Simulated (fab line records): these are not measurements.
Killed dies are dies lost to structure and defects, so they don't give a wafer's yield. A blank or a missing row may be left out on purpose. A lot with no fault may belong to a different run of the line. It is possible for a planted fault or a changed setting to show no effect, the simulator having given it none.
Which tool did it? :: flow n5Finfet :: 24 lots with 72 wafers sampled at 5 steps, on a route of 1938 steps

## WHAT THE GAUGES SHOWED, per wafer
N5_BEOL_M5_THK_MEAS_01.
lot: L074
measured: day 8 08:47
on: filmMetro-01
M5_ILD_THK (nm): 121.3 117.8 122.7

lot: L075
measured: day 8 08:54
on: filmMetro-02
M5_ILD_THK (nm): 120.2 122.3 120.9

lot: L077
measured: day 8 14:26
on: filmMetro-02
M5_ILD_THK (nm): 119.0 121.1 119.5

lot: L076
measured: day 8 19:34
on: filmMetro-01
M5_ILD_THK (nm): 120.3 120.8 120.8

lot: L078
measured: day 9 10:18
on: filmMetro-01
M5_ILD_THK (nm): 118.8 121.0 122.2

lot: L079
measured: day 9 12:24
on: filmMetro-02
M5_ILD_THK (nm): 118.5 118.0 119.9

lot: L080
measured: day 9 19:43
on: filmMetro-01
M5_ILD_THK (nm): 118.6 121.5 121.5

lot: L081
measured: day 10 00:38
on: filmMetro-01
M5_ILD_THK (nm): 119.0 120.8 123.0

lot: L082
measured: day 10 13:33
on: filmMetro-02
M5_ILD_THK (nm): 119.9 121.9 121.1

lot: L083
measured: day 10 19:03
on: filmMetro-01
M5_ILD_THK (nm): 118.7 123.1 122.8

lot: L084
measured: day 10 20:30
on: filmMetro-01
M5_ILD_THK (nm): 119.4 122.5 121.1

lot: L085
measured: day 11 07:35
on: filmMetro-02
M5_ILD_THK (nm): 118.2 120.2 121.8

lot: L086
measured: day 11 12:19
on: filmMetro-01
M5_ILD_THK (nm): 120.9 122.7 122.6

lot: L088
measured: day 11 15:23
on: filmMetro-01
M5_ILD_THK (nm): 120.8 122.1 124.0

lot: L087
measured: day 11 17:05
on: filmMetro-02
M5_ILD_THK (nm): 120.4 119.3 120.3

lot: L089
measured: day 11 21:13
on: filmMetro-01
M5_ILD_THK (nm): 119.9 121.6 122.3

lot: L090
measured: day 12 12:10
on: filmMetro-02
M5_ILD_THK (nm): 121.4 121.0 123.0

lot: L092
measured: day 12 18:57
on: filmMetro-01
M5_ILD_THK (nm): 122.2 121.2 122.8

lot: L093
measured: day 12 21:40
on: filmMetro-01
M5_ILD_THK (nm): 123.3 123.7 122.8

lot: L094
measured: day 13 08:35
on: filmMetro-02
M5_ILD_THK (nm): 120.5 118.9 121.0

lot: L095
measured: day 13 14:17
on: filmMetro-01
M5_ILD_THK (nm): 122.1 124.2 123.6

lot: L096
measured: day 13 14:33
on: filmMetro-01
M5_ILD_THK (nm): 121.3 123.1 123.7

lot: L097
measured: day 13 23:34
on: filmMetro-02
M5_ILD_THK (nm): 123.7 125.6 124.8

lot: L091
measured: day 14 10:10
on: filmMetro-02
M5_ILD_THK (nm): 119.8 121.1 122.9

N5_BEOL_M5_CD_MEAS_11 targets a cd of 27.74 nm.
lot: L074
measured: day 8 10:52
on: cdSem-03
cdNm (nm): 28.21 28.29 28.25

lot: L075
measured: day 8 11:02
on: cdSem-02
cdNm (nm): 28.16 28.11 27.84

lot: L077
measured: day 8 15:26
on: cdSem-01
cdNm (nm): 27.87 27.92 27.68

lot: L076
measured: day 8 21:50
on: cdSem-02
cdNm (nm): 27.69 27.98 27.64

lot: L078
measured: day 9 11:03
on: cdSem-03
cdNm (nm): 27.82 27.86 28.02

lot: L079
measured: day 9 13:59
on: cdSem-02
cdNm (nm): 27.72 27.97 27.78

lot: L080
measured: day 9 22:26
on: cdSem-02
cdNm (nm): 28.11 28.01 28.19

lot: L081
measured: day 10 02:16
on: cdSem-02
cdNm (nm): 27.81 27.68 27.85

lot: L082
measured: day 10 14:10
on: cdSem-02
cdNm (nm): 27.62 28.18 27.61

lot: L083
measured: day 10 19:55
on: cdSem-02
cdNm (nm): 28.16 28.05 27.66

lot: L084
measured: day 10 23:14
on: cdSem-02
cdNm (nm): 28.33 27.86 27.85

lot: L085
measured: day 11 10:22
on: cdSem-03
cdNm (nm): 27.87 28.06 27.73

lot: L086
measured: day 11 14:30
on: cdSem-01
cdNm (nm): 27.99 28.21 28.26

lot: L088
measured: day 11 17:44
on: cdSem-02
cdNm (nm): 28.28 28.10 27.89

lot: L087
measured: day 11 18:42
on: cdSem-01
cdNm (nm): 28.11 27.94 28.38

lot: L089
measured: day 11 22:29
on: cdSem-02
cdNm (nm): 28.18 28.31 27.76

lot: L090
measured: day 12 13:15
on: cdSem-01
cdNm (nm): 27.85 27.95 28.20

lot: L092
measured: day 12 19:52
on: cdSem-02
cdNm (nm): 27.56 28.03 27.80

lot: L093
measured: day 12 22:38
on: cdSem-03
cdNm (nm): 28.32 28.27 28.06

lot: L094
measured: day 13 09:41
on: cdSem-02
cdNm (nm): 27.93 28.48 28.47

lot: L095
measured: day 13 15:52
on: cdSem-02
cdNm (nm): 28.11 27.60 27.90

lot: L096
measured: day 13 16:02
on: cdSem-01
cdNm (nm): 27.66 27.78 27.92

lot: L097
measured: day 14 01:31
on: cdSem-01
cdNm (nm): 28.32 27.83 28.02

lot: L091
measured: day 14 11:38
on: cdSem-02
cdNm (nm): 27.30 27.80 27.46

N5_BEOL_M5_INSPECT_13: inspects for defects (brightfield).
lot: L074
measured: day 8 10:57
on: defectInspect-01
rawDefectCount: 465 548 484

lot: L075
measured: day 8 11:07
on: defectInspect-01
rawDefectCount: 465 456 313

lot: L077
measured: day 8 15:31
on: defectInspect-01
rawDefectCount: 474 403 397

lot: L076
measured: day 8 21:55
on: defectInspect-02
rawDefectCount: 479 361 477

lot: L078
measured: day 9 11:08
on: defectInspect-02
rawDefectCount: 399 319 384

lot: L079
measured: day 9 14:04
on: defectInspect-01
rawDefectCount: 321 406 308

lot: L080
measured: day 9 22:32
on: defectInspect-02
rawDefectCount: 469 619 476

lot: L081
measured: day 10 02:21
on: defectInspect-02
rawDefectCount: 558 483 566

lot: L082
measured: day 10 14:15
on: defectInspect-02
rawDefectCount: 679 604 565

lot: L083
measured: day 10 19:59
on: defectInspect-01
rawDefectCount: 371 467 431

lot: L084
measured: day 10 23:19
on: defectInspect-01
rawDefectCount: 624 447 664

lot: L085
measured: day 11 10:27
on: defectInspect-01
rawDefectCount: 298 263 238

lot: L086
measured: day 11 14:35
on: defectInspect-02
rawDefectCount: 509 584 462

lot: L088
measured: day 11 17:49
on: defectInspect-02
rawDefectCount: 327 284 325

lot: L087
measured: day 11 18:47
on: defectInspect-01
rawDefectCount: 626 619 521

lot: L089
measured: day 11 22:34
on: defectInspect-01
rawDefectCount: 416 417 300

lot: L090
measured: day 12 13:20
on: defectInspect-02
rawDefectCount: 454 611 508

lot: L092
measured: day 12 19:58
on: defectInspect-01
rawDefectCount: 469 495 419

lot: L093
measured: day 12 22:44
on: defectInspect-01
rawDefectCount: 553 568 400

lot: L094
measured: day 13 09:46
on: defectInspect-02
rawDefectCount: 446 432 391

lot: L095
measured: day 13 15:58
on: defectInspect-01
rawDefectCount: 355 302 226

lot: L096
measured: day 13 16:07
on: defectInspect-01
rawDefectCount: 448 494 397

lot: L097
measured: day 14 01:36
on: defectInspect-02
rawDefectCount: 373 512 424

lot: L091
measured: day 14 11:43
on: defectInspect-01
rawDefectCount: 367 307 401

N5_BEOL_M5_CD_MEAS_35: target cd 28 nm, target cd y 24 nm.
lot: L074
measured: day 8 15:28
on: cdSem-02
cdNm (nm): 28.8 28.2 27.9

lot: L075
measured: day 8 16:09
on: cdSem-02
cdNm (nm): 28.3 28.0 27.6

lot: L077
measured: day 8 21:07
on: cdSem-02
cdNm (nm): 27.3 27.8 27.9

lot: L076
measured: day 9 02:29
on: cdSem-03
cdNm (nm): 27.5 27.7 27.5

lot: L078
measured: day 9 12:52
on: cdSem-01
cdNm (nm): 28.1 27.6 27.8

lot: L079
measured: day 9 15:52
on: cdSem-03
cdNm (nm): 27.9 27.7 27.5

lot: L080
measured: day 10 00:15
on: cdSem-02
cdNm (nm): 28.1 27.8 28.2

lot: L081
measured: day 10 03:50
on: cdSem-01
cdNm (nm): 27.5 27.7 28.0

lot: L082
measured: day 10 17:01
on: cdSem-03
cdNm (nm): 28.4 28.4 28.3

lot: L083
measured: day 10 23:18
on: cdSem-02
cdNm (nm): 28.0 28.5 28.2

lot: L084
measured: day 11 01:17
on: cdSem-01
cdNm (nm): 27.7 27.5 28.0

lot: L085
measured: day 11 13:49
on: cdSem-03
cdNm (nm): 27.7 28.3 27.9

lot: L086
measured: day 11 18:13
on: cdSem-01
cdNm (nm): 27.8 27.9 28.1

lot: L088
measured: day 11 19:23
on: cdSem-02
cdNm (nm): 28.1 27.2 27.6

lot: L087
measured: day 11 21:40
on: cdSem-03
cdNm (nm): 28.0 27.9 28.3

lot: L089
measured: day 12 01:59
on: cdSem-02
cdNm (nm): 28.3 28.0 28.2

lot: L090
measured: day 12 16:38
on: cdSem-01
cdNm (nm): 28.2 27.9 27.8

lot: L092
measured: day 12 23:44
on: cdSem-01
cdNm (nm): 28.2 28.1 28.1

lot: L093
measured: day 13 02:50
on: cdSem-01
cdNm (nm): 27.7 28.0 28.1

lot: L094
measured: day 13 12:28
on: cdSem-01
cdNm (nm): 28.1 28.2 28.5

lot: L095
measured: day 13 20:23
on: cdSem-03
cdNm (nm): 27.5 27.8 29.0

lot: L096
measured: day 13 22:17
on: cdSem-02
cdNm (nm): 27.8 28.2 28.4

lot: L097
measured: day 14 05:29
on: cdSem-02
cdNm (nm): 28.1 27.6 28.0

lot: L091
measured: day 14 15:13
on: cdSem-03
cdNm (nm): 27.8 28.4 27.4

## TOOL THAT RAN EACH LOT (tool first, then ch and the chambers of the sampled wafers, then the start)
lot: L074
N5_BEOL_M5_HM_OPEN_17: rieMetal-01 ch 0,1, day 8 12:14

lot: L075
N5_BEOL_M5_HM_OPEN_17: rieMetal-02 ch 0,1, day 8 12:32

lot: L077
N5_BEOL_M5_HM_OPEN_17: rieMetal-03 ch 0,1, day 8 16:58

lot: L076
N5_BEOL_M5_HM_OPEN_17: rieMetal-01 ch 0,1, day 8 22:13

lot: L078
N5_BEOL_M5_HM_OPEN_17: rieMetal-02 ch 0, day 9 11:29

lot: L079
N5_BEOL_M5_HM_OPEN_17: rieMetal-03 ch 0,1, day 9 14:29

lot: L080
N5_BEOL_M5_HM_OPEN_17: rieMetal-01 ch 0,1, day 9 22:49

lot: L081
N5_BEOL_M5_HM_OPEN_17: rieMetal-01 ch 0,1, day 10 02:38

lot: L082
N5_BEOL_M5_HM_OPEN_17: rieMetal-01 ch 1, day 10 14:32

lot: L083
N5_BEOL_M5_HM_OPEN_17: rieMetal-03 ch 0,1, day 10 20:17

lot: L084
N5_BEOL_M5_HM_OPEN_17: rieMetal-01 ch 0,1, day 10 23:36

lot: L085
N5_BEOL_M5_HM_OPEN_17: rieMetal-03 ch 0,1, day 11 10:44

lot: L086
N5_BEOL_M5_HM_OPEN_17: rieMetal-01 ch 0,1, day 11 14:52

lot: L088
N5_BEOL_M5_HM_OPEN_17: rieMetal-02 ch 0,1, day 11 18:06

lot: L087
N5_BEOL_M5_HM_OPEN_17: rieMetal-02 ch 0,1, day 11 19:05

lot: L089
N5_BEOL_M5_HM_OPEN_17: rieMetal-01 ch 0,1, day 11 23:02

lot: L090
N5_BEOL_M5_HM_OPEN_17: rieMetal-03 ch 1, day 12 14:58

lot: L092
N5_BEOL_M5_HM_OPEN_17: rieMetal-01 ch 0, day 12 21:49

lot: L093
N5_BEOL_M5_HM_OPEN_17: rieMetal-02 ch 0,1, day 12 23:49

lot: L094
N5_BEOL_M5_HM_OPEN_17: rieMetal-01 ch 0,1, day 13 10:14

lot: L095
N5_BEOL_M5_HM_OPEN_17: rieMetal-01 ch 0,1, day 13 17:45

lot: L096
N5_BEOL_M5_HM_OPEN_17: rieMetal-02 ch 0,1, day 13 17:58

lot: L097
N5_BEOL_M5_HM_OPEN_17: rieMetal-01 ch 0,1, day 14 01:56

lot: L091
N5_BEOL_M5_HM_OPEN_17: rieMetal-01 ch 0,1, day 14 12:52
- N5_BEOL_M5_HM_OPEN_17: chemistry Cl2/BCl3, target TiN, target depth 20 nm, overetch 6 nm.

## WHAT THE TOOLS THEMSELVES READ (means of the sampled wafers that have a number; where no wafer has one, the mark that the record gives instead)
N5_BEOL_M5_HM_OPEN_17.
lot: L074
tool: rieMetal-01
drypumpMotorCurrentA (A): 5.7
oesProductAu (a.u.): 0.63
throttleValvePct (%): 22.0

lot: L075
tool: rieMetal-02
drypumpMotorCurrentA (A): 6.0
oesProductAu (a.u.): 0.58
throttleValvePct (%): 21.8

lot: L077
tool: rieMetal-03
drypumpMotorCurrentA (A): 5.5
oesProductAu (a.u.): 0.59
throttleValvePct (%): 22.2

lot: L076
tool: rieMetal-01
drypumpMotorCurrentA (A): 5.6
oesProductAu (a.u.): 0.63
throttleValvePct (%): 22.0

lot: L078
tool: rieMetal-02
drypumpMotorCurrentA (A): 5.1
oesProductAu (a.u.): 0.59
throttleValvePct (%): 21.9

lot: L079
tool: rieMetal-03
drypumpMotorCurrentA (A): 5.2
oesProductAu (a.u.): 0.64
throttleValvePct (%): 22.1

lot: L080
tool: rieMetal-01
drypumpMotorCurrentA (A): 5.7
oesProductAu (a.u.): 0.61
throttleValvePct (%): 22.0

lot: L081
tool: rieMetal-01
drypumpMotorCurrentA (A): 5.7
oesProductAu (a.u.): 0.62
throttleValvePct (%): 22.0

lot: L082
tool: rieMetal-01
drypumpMotorCurrentA (A): 5.7
oesProductAu (a.u.): 0.63
throttleValvePct (%): 21.7

lot: L083
tool: rieMetal-03
drypumpMotorCurrentA (A): 5.2
oesProductAu (a.u.): 0.64
throttleValvePct (%): 22.2

lot: L084
tool: rieMetal-01
drypumpMotorCurrentA (A): 5.7
oesProductAu (a.u.): 0.60
throttleValvePct (%): 22.4

lot: L085
tool: rieMetal-03
drypumpMotorCurrentA (A): 5.2
oesProductAu (a.u.): 0.62
throttleValvePct (%): 22.2

lot: L086
tool: rieMetal-01
drypumpMotorCurrentA (A): 5.6
oesProductAu (a.u.): 0.61
throttleValvePct (%): 22.0

lot: L088
tool: rieMetal-02
drypumpMotorCurrentA (A): 5.6
oesProductAu (a.u.): 0.57
throttleValvePct (%): 21.9

lot: L087
tool: rieMetal-02
drypumpMotorCurrentA (A): 6.0
oesProductAu (a.u.): 0.57
throttleValvePct (%): 21.8

lot: L089
tool: rieMetal-01
drypumpMotorCurrentA (A): 5.6
oesProductAu (a.u.): 0.60
throttleValvePct (%): 22.4

lot: L090
tool: rieMetal-03
drypumpMotorCurrentA (A): 4.9
oesProductAu (a.u.): 0.67
throttleValvePct (%): 22.1

lot: L092
tool: rieMetal-01
drypumpMotorCurrentA (A): 5.7
oesProductAu (a.u.): 0.57
throttleValvePct (%): 22.7

lot: L093
tool: rieMetal-02
drypumpMotorCurrentA (A): 5.6
oesProductAu (a.u.): 0.57
throttleValvePct (%): 21.9

lot: L094
tool: rieMetal-01
drypumpMotorCurrentA (A): 5.7
oesProductAu (a.u.): 0.59
throttleValvePct (%): 22.4

lot: L095
tool: rieMetal-01
drypumpMotorCurrentA (A): 5.7
oesProductAu (a.u.): 0.60
throttleValvePct (%): 22.0

lot: L096
tool: rieMetal-02
drypumpMotorCurrentA (A): 6.0
oesProductAu (a.u.): 0.56
throttleValvePct (%): 21.9

lot: L097
tool: rieMetal-01
drypumpMotorCurrentA (A): 5.7
oesProductAu (a.u.): 0.60
throttleValvePct (%): 22.1

lot: L091
tool: rieMetal-01
drypumpMotorCurrentA (A): 5.7
oesProductAu (a.u.): 0.58
throttleValvePct (%): 22.4

## THE ANSWER, worked out from the rows above alone
Rule: usual is defined by the lots themselves. The widest of any qualifying gaps counts: lots, ordered by their means at a reading, are off when they make up no more than a third of the lots, leave a main group of 4 or more, and stand apart from it by 3 or more times the standard deviation of that group's means. The tables above print the reading to a certain number of digits; a main group whose means all agree to those digits is not used. A lot without any number at a reading at which 4 lots or more have one is off too. The other lots that the step has rows for count as sound. First the gauges in route order, then the tools' own readings, where a lot's mean is used as printed above. At the first step where some lot is off, the reading lying furthest off is the one used; lots without a number count as furthest.
No lot is off on any of the readings shown, so nothing can be concluded from this.

## WHAT THE SIMULATOR HAD PUT IN
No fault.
